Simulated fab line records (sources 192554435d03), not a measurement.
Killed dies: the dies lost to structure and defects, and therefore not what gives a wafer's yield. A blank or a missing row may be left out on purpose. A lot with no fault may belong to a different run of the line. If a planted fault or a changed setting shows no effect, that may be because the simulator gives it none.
What tool caused it? ; flow n5_finfet ; 11 lots, 32 wafers sampled, at 3 steps of a route of 1938

## WHAT EACH GAUGE READ, for each wafer
N5_BEOL_M11_INSPECT_13: inspects for defects (brightfield). Usual: raw_defect_count 419, standard deviation 98.
lot;measured;on;raw_defect_count;flag
L237;day 9 20:46;defect_inspect-02;560 587 558;
L241;day 10 23:45;defect_inspect-01;364 386 351;
L243;day 11 22:56;defect_inspect-01;209 342 365;
L247;day 12 13:50;defect_inspect-01;316 395 262;
L248;day 12 23:09;defect_inspect-01;339 313 318;
L249;day 13 02:32;defect_inspect-02;415 331 329;
L251;day 13 21:23;defect_inspect-02;561 365;
L254;day 14 11:05;defect_inspect-02;610 441 440;
L256;day 14 13:25;defect_inspect-01;280 398 305;
L257;day 15 07:29;defect_inspect-01;455 358 418;
L260;day 16 00:23;defect_inspect-02;443 395 416;

N5_BEOL_M11_CD_MEAS_28 targets a cd of 70 nm. Usual: cd_nm 69.4 nm, standard deviation 1.1.
lot;measured;on;cd_nm (nm);flag
L237;day 9 23:18;cd_sem-02;71.0 69.5 70.5;
L241;day 11 01:47;cd_sem-03;66.7 68.2 69.9;
L243;day 12 01:08;cd_sem-01;70.0 68.8 69.4;
L247;day 12 18:39;cd_sem-03;70.4 70.4 71.2;
L248;day 13 00:36;cd_sem-01;69.9 71.2 70.3;
L249;day 13 03:34;cd_sem-03;68.7 69.6 68.5;
L251;day 14 00:07;cd_sem-01;71.1 70.5;
L254;day 14 12:31;cd_sem-02;69.7 70.7 69.2;
L256;day 14 14:25;cd_sem-01;69.5 70.9 70.1;
L257;day 15 09:28;cd_sem-02;68.1 68.7 69.7;
L260;day 16 02:15;cd_sem-02;68.5 68.3 68.7;

## EACH LOT AND THE TOOL THAT RAN IT (in order: tool; ch and the chambers of the sampled wafers; start)
lot;N5_BEOL_M11_STRIP_67
L237;rie_diel-02 ch 1,2,3, day 9 21:02
L241;rie_diel-04 ch 1,2,3, day 11 00:34
L243;rie_diel-05 ch 0,2,3, day 11 23:22
L247;rie_diel-05 ch 0,3, day 12 15:17
L248;rie_diel-02 ch 1,2, day 12 23:41
L249;rie_diel-05 ch 0,2,3, day 13 02:48
L251;rie_diel-04 ch 0,1, day 13 22:13
L254;rie_diel-05 ch 2,3, day 14 11:21
L256;rie_diel-04 ch 0,1,2, day 14 13:50
L257;rie_diel-05 ch 1,2,3, day 15 07:51
L260;rie_diel-04 ch 0,3, day 16 00:40
- N5_BEOL_M11_STRIP_67: strips in CF4.

## AS READ BY THE TOOLS THEMSELVES (means over the sampled wafers that have a number; for cases with no such wafer, the mark the record gives instead)
N5_BEOL_M11_STRIP_67. Usual: drypump_motor_current_A 5.8 A, standard deviation 0.41; oes_product_au 0.76 a.u., standard deviation 0.075; power_w 299.9 W, standard deviation 0.81; rf_vpp_V 270.8 V, standard deviation 1.4; showerhead_plenum_p_Torr 1.79 Torr, standard deviation 0.049; throttle_valve_pct 13.67 %, standard deviation 0.26.
lot;tool;drypump_motor_current_A (A);oes_product_au (a.u.);power_w (W);rf_vpp_V (V);showerhead_plenum_p_Torr (Torr);throttle_valve_pct (%);flag
L237;rie_diel-02;6.0;0.73;299.4;271.9;1.79;13.73;
L241;rie_diel-04;5.6;0.84;299.7;270.7;1.78;13.42;
L243;rie_diel-05;5.8;0.76;300.1;272.0;1.81;13.69;
L247;rie_diel-05;6.0;0.78;299.2;270.9;1.80;13.78;
L248;rie_diel-02;6.2;0.72;300.2;271.6;1.81;13.86;
L249;rie_diel-05;5.8;0.74;299.6;271.0;1.81;13.72;
L251;rie_diel-04;5.2;0.76;299.6;270.4;1.77;13.71;
L254;rie_diel-05;5.6;0.71;299.6;271.7;1.80;13.67;
L256;rie_diel-04;5.5;0.74;299.9;271.4;1.76;13.77;
L257;rie_diel-05;5.9;0.78;299.7;271.5;1.81;13.55;
L260;rie_diel-04;5.2;0.76;298.9;268.9;1.72;13.57;

## THE ANSWER, worked out from the rows above alone
Rule: take the mean of a lot's wafers that have a number; if it is more than 3 standard deviations from the usual mean, the lot is off. A lot without any number at a reading at which 4 lots or more have one is off too. All remaining lots with rows at the step are treated as sound. After the gauges, taken in route order, come the tools' own readings; for these a lot's mean is taken, as printed above. The first step at which some lot is off is used, and at that step the reading that is off furthest; a lot without a number counts as furthest.
Nothing can be told from this: no lot is off at any reading shown.

## WHAT THE SIMULATOR HAD PUT IN
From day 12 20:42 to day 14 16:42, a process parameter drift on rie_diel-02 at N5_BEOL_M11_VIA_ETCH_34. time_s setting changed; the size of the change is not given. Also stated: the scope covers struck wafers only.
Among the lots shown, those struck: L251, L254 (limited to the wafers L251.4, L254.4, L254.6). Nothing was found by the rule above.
